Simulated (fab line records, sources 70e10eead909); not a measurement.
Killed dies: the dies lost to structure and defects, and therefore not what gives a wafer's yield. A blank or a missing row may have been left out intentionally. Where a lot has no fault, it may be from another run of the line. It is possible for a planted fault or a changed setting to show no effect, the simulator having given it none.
A lot that was struck, set against a sound lot	flow nand harc	16 steps out of a route of 1302
Sound: wafers L729.1, L729.2, L729.3. Struck: wafers L722.1, L722.5, L722.6. The cause is given at the end.
At each step with rows: each side's tool, then ch and its chambers, then its first start. Under that, the readings that differ: sound wafers	struck wafers	difference of the means	sigmas: that difference in standard deviations of wafers without a fault.
alike: a reading whose means differ by less than 2 such deviations, as well as words and numbers matching on both sides. not compared: withheld readings; readings where some wafer has no value; bounds like >300 that might hide an equal value; numbers whose values overlap and for which the record gives no deviation.
The two part at a step that has a row with sigmas, a row that says differs or no value, or rows on one side only. When numbers do not overlap yet have no deviation, they are printed without sigmas and do not part them. A reading missing from all wafers of one side parts the sides only when that side holds two or more wafers.

NHARC_A_M1_ETCH_35: etches the open film in N2/H2, target depth 40 nm, overetch 12 nm, time 43.94 s.
  sound on rie diel-10 ch 0,1,2, day 31 06:16; struck on rie diel-12 ch 0,1, day 27 22:44
  alike: drypump motor current A, oes product au, rf vpp V, showerhead plenum p Torr, throttle valve pct
  not compared: rf hours counter h
NHARC_A_M1_ETCH_15: etches the open film in C4F8/Ar, target depth 182.5 nm, time 91.2 s.
  sound on rie diel-10 ch 0,1,3; struck on rie diel-12 ch 0,1,2
  alike: oes product au, rf vpp V
  not compared: rf hours counter h
NHARC_A_M1_CD_MEAS_16:
  sound: cd sem-02 at day 31 06:29; struck: cd sem-02 at day 27 22:57
  alike: cd nm
then, 1 step without rows for these wafers: NHARC_A_M1_STRIP_18 (strips in N2/H2).
NHARC_A_M1_ETCH_28: etches the open film in CF4/N2, target depth 30 nm, time 72.99 s.
  sound on rie diel-10 ch 1,2,3; struck on rie diel-10 ch 2,3
  alike: drypump motor current A, oes product au, rf vpp V, showerhead plenum p Torr, throttle valve pct
  not compared: rf hours counter h
then, 1 step without rows for these wafers: NHARC_A_M1_STRIP_19 (strips in post etch residue remover, time 600 s).
NHARC_A_M1_DEGAS_29: time 60 s.
  sound: pvd sputter-01 at day 31 07:11; struck: pvd sputter-03 at day 27 23:41
  alike: heater power w
then, 2 steps without rows for these wafers: NHARC_A_M1_PRE_CLEAN_30 (time 30 s); NHARC_A_M1_PVD_20 (deposits TaN, target thk 5 nm, time 8.06 s).
NHARC_A_M1_PVD_21: deposits Cu, target thk 30 nm, time 20.49 s.
  sound on pvd sputter-01; struck on pvd sputter-03
  alike: throttle valve pct
then, 2 steps without rows for these wafers: NHARC_A_M1_ECD_22 (material Cu, target thk 400 nm); NHARC_A_M1_ANNEAL_31 (time 90 s).
NHARC_A_M1_CMP_23: polishes, t overpolish 20 s, target thk 154.34 nm.
  sound on cmp-04 ch 0,1,2, day 31 08:16; struck on cmp-04 ch 1,2, day 28 00:46
  no value came back on the struck wafers for edge zone pressure frac, motor current A (A), retaining ring pressure frac, time to endpoint s (s); on the sound wafers edge zone pressure frac reads 0.995 1.000 1.006
NHARC_A_M1_THK_MEAS_24: measures by xrf.
  sound: film metro-01 at day 31 08:35; struck: film metro-01 at day 28 01:05
reading	sound	struck	difference	sigmas
thk nm (nm)	152.9 153.9 154.1	398.3 399.6 397.2	+244.7	+99 or more
then, 1 step without rows for these wafers: NHARC_A_M1_SRD_25.
NHARC_END_SORT_01:
  sound on prober-01 ch 0, day 33 03:18; struck on prober-01 ch 0, day 29 15:47
reading	sound	struck	difference	sigmas
defect limited yield (%)	91.7 93.8 93.5	0 0 0	-93	-31
killed at array	48 31 31	674 672 673	+636	+32
killed at periphery	7 11 13	3 5 4	-6	-2
killed dies	56 42 44	677 677 677	+630	+31
  alike: killed at other, killed open, killed short

## WHERE THEY PART
Earliest at NHARC_A_M1_CMP_23; latest, in this record, at NHARC_END_SORT_01.

WHY: whatever the simulator had introduced
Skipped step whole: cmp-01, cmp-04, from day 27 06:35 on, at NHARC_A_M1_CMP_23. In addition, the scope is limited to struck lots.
